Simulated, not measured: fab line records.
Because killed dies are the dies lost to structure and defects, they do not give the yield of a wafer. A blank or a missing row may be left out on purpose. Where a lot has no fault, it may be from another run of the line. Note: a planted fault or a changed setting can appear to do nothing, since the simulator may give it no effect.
Split-lot trial || flow n5Finfet || 39 wafers read from 7 lots, route of 1938 steps

SPLIT DETAILS
At N5_SD_EPI_N_EXPOSE_06 (exposes mask SD N BLK, target cd 120 nm), the setting doseMj was moved away from the recipe's 39.75 on 15 of the 39 wafers read, by -5.3% to +3.4%. All remaining wafers had this setting at the recipe value.

FROM THE SPLIT TO THE READING: what the file shows between them, 2 steps
- N5_SD_EPI_N_PEB_07: peb time 60 s
- N5_SD_EPI_N_DEVELOP_08: develop time 30 s

THE READING
cdNm (nm) at N5_SD_EPI_N_CD_MEAS_09, where the cd target is 120 nm. A value of 120.2 nm with a standard deviation of 0.54 nm is what fault-free wafers of this fab line usually give.

{"wafer": "L079.1", "tool, chamber at the split": "arfiScanner-02, 0", "doseMj as run": 39.75, "against the recipe": "recipe", "cdNm, nm": 121.4, "against lot-mates on the recipe": "-"}
{"wafer": "L079.2", "tool, chamber at the split": "arfiScanner-02, 0", "doseMj as run": 39.75, "against the recipe": "recipe", "cdNm, nm": 120.4, "against lot-mates on the recipe": "-"}
{"wafer": "L079.3", "tool, chamber at the split": "arfiScanner-02, 0", "doseMj as run": 38.59, "against the recipe": "-2.9%", "cdNm, nm": 118.5, "against lot-mates on the recipe": -2.3}
{"wafer": "L079.4", "tool, chamber at the split": "arfiScanner-02, 0", "doseMj as run": 38.59, "against the recipe": "-2.9%", "cdNm, nm": 118.4, "against lot-mates on the recipe": -2.4}
{"wafer": "L079.5", "tool, chamber at the split": "arfiScanner-02, 0", "doseMj as run": 38.59, "against the recipe": "-2.9%", "cdNm, nm": 117.7, "against lot-mates on the recipe": -3.1}
{"wafer": "L079.6", "tool, chamber at the split": "arfiScanner-02, 0", "doseMj as run": 39.75, "against the recipe": "recipe", "cdNm, nm": 120.5, "against lot-mates on the recipe": "-"}
{"wafer": "L082.1", "tool, chamber at the split": "arfiScanner-02, 0", "doseMj as run": 39.75, "against the recipe": "recipe", "cdNm, nm": 120.3, "against lot-mates on the recipe": "-"}
{"wafer": "L082.2", "tool, chamber at the split": "arfiScanner-02, 0", "doseMj as run": 39.75, "against the recipe": "recipe", "cdNm, nm": 120.4, "against lot-mates on the recipe": "-"}
{"wafer": "L082.3", "tool, chamber at the split": "arfiScanner-02, 0", "doseMj as run": 39.75, "against the recipe": "recipe", "cdNm, nm": 120.1, "against lot-mates on the recipe": "-"}
{"wafer": "L082.4", "tool, chamber at the split": "arfiScanner-02, 0", "doseMj as run": 39.75, "against the recipe": "recipe", "cdNm, nm": 120.9, "against lot-mates on the recipe": "-"}
{"wafer": "L082.5", "tool, chamber at the split": "arfiScanner-02, 0", "doseMj as run": 39.75, "against the recipe": "recipe", "cdNm, nm": 119.9, "against lot-mates on the recipe": "-"}
{"wafer": "L082.6", "tool, chamber at the split": "arfiScanner-02, 0", "doseMj as run": 39.75, "against the recipe": "recipe", "cdNm, nm": 120.4, "against lot-mates on the recipe": "-"}
{"wafer": "L087.1", "tool, chamber at the split": "arfiScanner-03, 0", "doseMj as run": 40.92, "against the recipe": "+2.9%", "cdNm, nm": 122.5, "against lot-mates on the recipe": "+2.8"}
{"wafer": "L087.2", "tool, chamber at the split": "arfiScanner-03, 0", "doseMj as run": 40.92, "against the recipe": "+2.9%", "cdNm, nm": 122.0, "against lot-mates on the recipe": "+2.3"}
{"wafer": "L087.3", "tool, chamber at the split": "arfiScanner-03, 0", "doseMj as run": 39.75, "against the recipe": "recipe", "cdNm, nm": 119.8, "against lot-mates on the recipe": "-"}
{"wafer": "L087.4", "tool, chamber at the split": "arfiScanner-03, 0", "doseMj as run": 39.75, "against the recipe": "recipe", "cdNm, nm": 118.9, "against lot-mates on the recipe": "-"}
{"wafer": "L087.5", "tool, chamber at the split": "arfiScanner-03, 0", "doseMj as run": 39.75, "against the recipe": "recipe", "cdNm, nm": 120.3, "against lot-mates on the recipe": "-"}
{"wafer": "L087.6", "tool, chamber at the split": "arfiScanner-03, 0", "doseMj as run": 40.92, "against the recipe": "+2.9%", "cdNm, nm": 121.7, "against lot-mates on the recipe": "+2.0"}
{"wafer": "L088.1", "tool, chamber at the split": "arfiScanner-01, 0", "doseMj as run": 39.75, "against the recipe": "recipe", "cdNm, nm": 120.1, "against lot-mates on the recipe": "-"}
{"wafer": "L088.2", "tool, chamber at the split": "arfiScanner-01, 0", "doseMj as run": 41.11, "against the recipe": "+3.4%", "cdNm, nm": 122.7, "against lot-mates on the recipe": "+2.4"}
{"wafer": "L088.3", "tool, chamber at the split": "arfiScanner-01, 0", "doseMj as run": 41.11, "against the recipe": "+3.4%", "cdNm, nm": 122.2, "against lot-mates on the recipe": "+1.9"}
{"wafer": "L088.4", "tool, chamber at the split": "arfiScanner-01, 0", "doseMj as run": 41.11, "against the recipe": "+3.4%", "cdNm, nm": 122.8, "against lot-mates on the recipe": "+2.5"}
{"wafer": "L088.5", "tool, chamber at the split": "arfiScanner-01, 0", "doseMj as run": 39.75, "against the recipe": "recipe", "cdNm, nm": 120.7, "against lot-mates on the recipe": "-"}
{"wafer": "L088.6", "tool, chamber at the split": "arfiScanner-01, 0", "doseMj as run": 39.75, "against the recipe": "recipe", "cdNm, nm": 120.2, "against lot-mates on the recipe": "-"}
{"wafer": "L091.3", "tool, chamber at the split": "arfiScanner-03, 0", "doseMj as run": 39.75, "against the recipe": "recipe", "cdNm, nm": 120.9, "against lot-mates on the recipe": "-"}
{"wafer": "L091.4", "tool, chamber at the split": "arfiScanner-03, 0", "doseMj as run": 39.75, "against the recipe": "recipe", "cdNm, nm": 121.1, "against lot-mates on the recipe": "-"}
{"wafer": "L091.6", "tool, chamber at the split": "arfiScanner-03, 0", "doseMj as run": 39.75, "against the recipe": "recipe", "cdNm, nm": 119.4, "against lot-mates on the recipe": "-"}
{"wafer": "L095.1", "tool, chamber at the split": "arfiScanner-01, 0", "doseMj as run": 39.75, "against the recipe": "recipe", "cdNm, nm": 120.1, "against lot-mates on the recipe": "-"}
{"wafer": "L095.2", "tool, chamber at the split": "arfiScanner-01, 0", "doseMj as run": 37.66, "against the recipe": "-5.3%", "cdNm, nm": 116.0, "against lot-mates on the recipe": -4.3}
{"wafer": "L095.3", "tool, chamber at the split": "arfiScanner-01, 0", "doseMj as run": 39.75, "against the recipe": "recipe", "cdNm, nm": 120.6, "against lot-mates on the recipe": "-"}
{"wafer": "L095.4", "tool, chamber at the split": "arfiScanner-01, 0", "doseMj as run": 37.66, "against the recipe": "-5.3%", "cdNm, nm": 116.2, "against lot-mates on the recipe": -4.1}
{"wafer": "L095.5", "tool, chamber at the split": "arfiScanner-01, 0", "doseMj as run": 39.75, "against the recipe": "recipe", "cdNm, nm": 120.2, "against lot-mates on the recipe": "-"}
{"wafer": "L095.6", "tool, chamber at the split": "arfiScanner-01, 0", "doseMj as run": 37.66, "against the recipe": "-5.3%", "cdNm, nm": 116.3, "against lot-mates on the recipe": -4.0}
{"wafer": "L096.1", "tool, chamber at the split": "arfiScanner-03, 0", "doseMj as run": 38.38, "against the recipe": "-3.4%", "cdNm, nm": 117.8, "against lot-mates on the recipe": -2.0}
{"wafer": "L096.2", "tool, chamber at the split": "arfiScanner-03, 0", "doseMj as run": 39.75, "against the recipe": "recipe", "cdNm, nm": 119.3, "against lot-mates on the recipe": "-"}
{"wafer": "L096.3", "tool, chamber at the split": "arfiScanner-03, 0", "doseMj as run": 38.38, "against the recipe": "-3.4%", "cdNm, nm": 118.3, "against lot-mates on the recipe": -1.5}
{"wafer": "L096.4", "tool, chamber at the split": "arfiScanner-03, 0", "doseMj as run": 39.75, "against the recipe": "recipe", "cdNm, nm": 119.9, "against lot-mates on the recipe": "-"}
{"wafer": "L096.5", "tool, chamber at the split": "arfiScanner-03, 0", "doseMj as run": 39.75, "against the recipe": "recipe", "cdNm, nm": 120.2, "against lot-mates on the recipe": "-"}
{"wafer": "L096.6", "tool, chamber at the split": "arfiScanner-03, 0", "doseMj as run": 38.38, "against the recipe": "-3.4%", "cdNm, nm": 118.0, "against lot-mates on the recipe": -1.8}

THE FIT
A straight line over all 39 wafers: cdNm changes by +0.704 nm for each +1% of doseMj; r = +0.96; the points scatter about the line by 0.5 nm.
The same after taking each lot's own level away (the mean of its wafers on the recipe; 39 wafers): +0.731 nm for each +1%; r = +0.96; scatter 0.48 nm.
On that fit, the largest move of doseMj shifts the reading by 3.8 nm.
Measured against the standard deviation above, the lots' own levels, which go from 119.67 to 120.77 nm, span 2.0 times it.
The two slopes are in agreement: the lot-to-lot level therefore moves the slope only a little.
Check: for one of the wafers moved furthest among these (-5.3%), held out of the fit, the line's prediction against its lot-mates is -3.77 nm. Against them it came out at -4.3 nm.

THE OTHER SPLITS THESE WAFERS WENT THROUGH
Before the reading, these wafers also passed through other splits. Each is held against what the fit with the lots' levels taken away leaves over:
{"other split on the same wafers": "N5_PMOS_HMC_CHANNEL_EPI_EPI_20 tempC", "wafers away from the commonest value": 15, "r with cdNm (lot level and that fit taken away)": "+0.10"}
{"other split on the same wafers": "N5_DUMMY_GATE_CVD_03 targetThkA", "wafers away from the commonest value": 18, "r with cdNm (lot level and that fit taken away)": "+0.37"}
{"other split on the same wafers": "N5_DUMMY_GATE_ETCH_32 timeS", "wafers away from the commonest value": 15, "r with cdNm (lot level and that fit taken away)": "+0.13"}

THE WHOLE CHAIN: every reading that the file lists as answering this split, in the file's order
{"step": "N5_SD_EPI_N_CD_MEAS_09", "what it does": "target cd 120 nm", "reading": "cdNm", "change (the file's fit)": "+0.734 nm for each +1% of the setting", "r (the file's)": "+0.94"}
{"step": "N5_SD_EPI_N_DESCUM_14", "what it does": "chemistry O2, time 7.9 s", "reading": "SD_EPI_N.cdNm (the simulator's own value, which no gauge read)", "change (the file's fit)": "+0.773 nm for each +1% of the setting", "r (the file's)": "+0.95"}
{"step": "N5_SD_EPI_N_ETCH_34", "what it does": "etches SiARC in CF4, target depth 45.5 nm, time 75.8 s", "reading": "SD_EPI_N.cdNm (the simulator's own value, which no gauge read)", "change (the file's fit)": "+0.75 nm for each +1% of the setting", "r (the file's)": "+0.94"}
{"step": "N5_SD_EPI_N_ETCHBACK_44", "what it does": "etches SiNx in CH3F/O2, stops on SiO2, target depth 14.5 nm", "reading": "SD_EPI_N.cdNm (the simulator's own value, which no gauge read)", "change (the file's fit)": "+0.698 nm for each +1% of the setting", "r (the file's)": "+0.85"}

THE FILE'S OWN FIT
cdNm changes by +0.734 nm for each +1% of doseMj, r = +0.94.
